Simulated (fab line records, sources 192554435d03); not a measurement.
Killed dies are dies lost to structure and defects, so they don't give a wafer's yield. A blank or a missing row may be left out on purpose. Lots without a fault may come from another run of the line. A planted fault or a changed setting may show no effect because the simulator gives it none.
Split-lot experiment | flow n5_finfet | 7 lots, 21 wafers read, on a route of 1938 steps

THE SPLIT
At N5_BEOL_M12_SPUTTER_44 (material Ta, target thk 10 nm, time 16.13 s), the setting time_s was moved away from the recipe's 16.13 s on 5 of the 21 wafers read, by -14.9% to +12.2%. The other wafers ran this setting at the recipe's value.

The reading is taken at the split's own step.

THE READING
Ta_of_BEOL_M12_SPUTTER_44.thk_nm (the simulator's own value, which no gauge read), in nm, at N5_BEOL_M12_SPUTTER_44 (material Ta, target thk 10 nm, time 16.13 s). The file gives no usual value for it. The 16 wafers here that ran the recipe average 10.1 nm, standard deviation 0.19 nm.

wafer  | tool, chamber at the split | time_s as run, s | against the recipe | Ta_of_BEOL_M12_SPUTTER_44.thk_nm, nm | against lot-mates on the recipe
L076.3 | pvd_sputter-02, -          | 16.13            | recipe             | 9.8                                  | -
L076.4 | pvd_sputter-02, -          | 18.09            | +12.2%             | 11                                   | +1.2
L076.5 | pvd_sputter-02, -          | 18.09            | +12.2%             | 11                                   | +1.2
L077.1 | pvd_sputter-01, -          | 16.13            | recipe             | 9.8                                  | -
L077.3 | pvd_sputter-01, -          | 16.13            | recipe             | 10.2                                 | -
L077.4 | pvd_sputter-01, -          | 16.13            | recipe             | 10                                   | -
L078.1 | pvd_sputter-02, -          | 16.13            | recipe             | 10                                   | -
L078.4 | pvd_sputter-02, -          | 13.73            | -14.9%             | 8.6                                  | -1.3
L078.6 | pvd_sputter-02, -          | 16.13            | recipe             | 9.8                                  | -
L079.1 | pvd_sputter-02, -          | 16.13            | recipe             | 10.2                                 | -
L079.2 | pvd_sputter-02, -          | 15.4             | -4.5%              | 9.8                                  | -0.3
L079.3 | pvd_sputter-02, -          | 16.13            | recipe             | 10                                   | -
L085.1 | pvd_sputter-01, -          | 16.13            | recipe             | 10.4                                 | -
L085.3 | pvd_sputter-01, -          | 16.13            | recipe             | 10.2                                 | -
L085.4 | pvd_sputter-01, -          | 16.13            | recipe             | 10                                   | -
L083.3 | pvd_sputter-01, -          | 16.13            | recipe             | 10                                   | -
L083.5 | pvd_sputter-01, -          | 16.13            | recipe             | 10.4                                 | -
L083.6 | pvd_sputter-01, -          | 16.13            | recipe             | 10.2                                 | -
L092.2 | pvd_sputter-03, -          | 16.13            | recipe             | 10                                   | -
L092.4 | pvd_sputter-03, -          | 15.04            | -6.8%              | 9.4                                  | -0.7
L092.5 | pvd_sputter-03, -          | 16.13            | recipe             | 10.2                                 | -

THE FIT
A straight line over all 21 wafers: Ta_of_BEOL_M12_SPUTTER_44.thk_nm changes by +0.0861 nm for each +1% of time_s; r = +0.93; the points scatter about the line by 0.18 nm.
The same after taking each lot's own level away (the mean of its wafers on the recipe; 21 wafers): +0.0937 nm for each +1%; r = +0.97; scatter 0.13 nm.
On that fit, the largest move of time_s shifts the reading by 1.4 nm.
The lots' own levels span 9.80 to 10.20 nm, that is 2.2 times the standard deviation above.
So the lot-to-lot level changes the slope little: the two slopes agree.
Check: with one of the wafers moved furthest among these (-14.9%) left out of the fit, the line predicts -1.44 nm for it against its lot-mates. It came out at -1.3 nm against them.

OTHER SPLITS ON THESE WAFERS
These wafers also went through other splits before the reading. Each is held against what the fit with the lots' levels taken away leaves over:
other split on the same wafers | wafers away from the commonest value | r with Ta_of_BEOL_M12_SPUTTER_44.thk_nm (lot level and that fit taken away)
N5_BEOL_M11_EXPOSE_08 dose_mj  | 8                                    | +0.24
N5_BEOL_M11_ETCH_62 time_s     | 7                                    | +0.06

THE FILE'S OWN FIT
Ta_of_BEOL_M12_SPUTTER_44.thk_nm changes by +0.0919 nm for each +1% of time_s, r = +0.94.
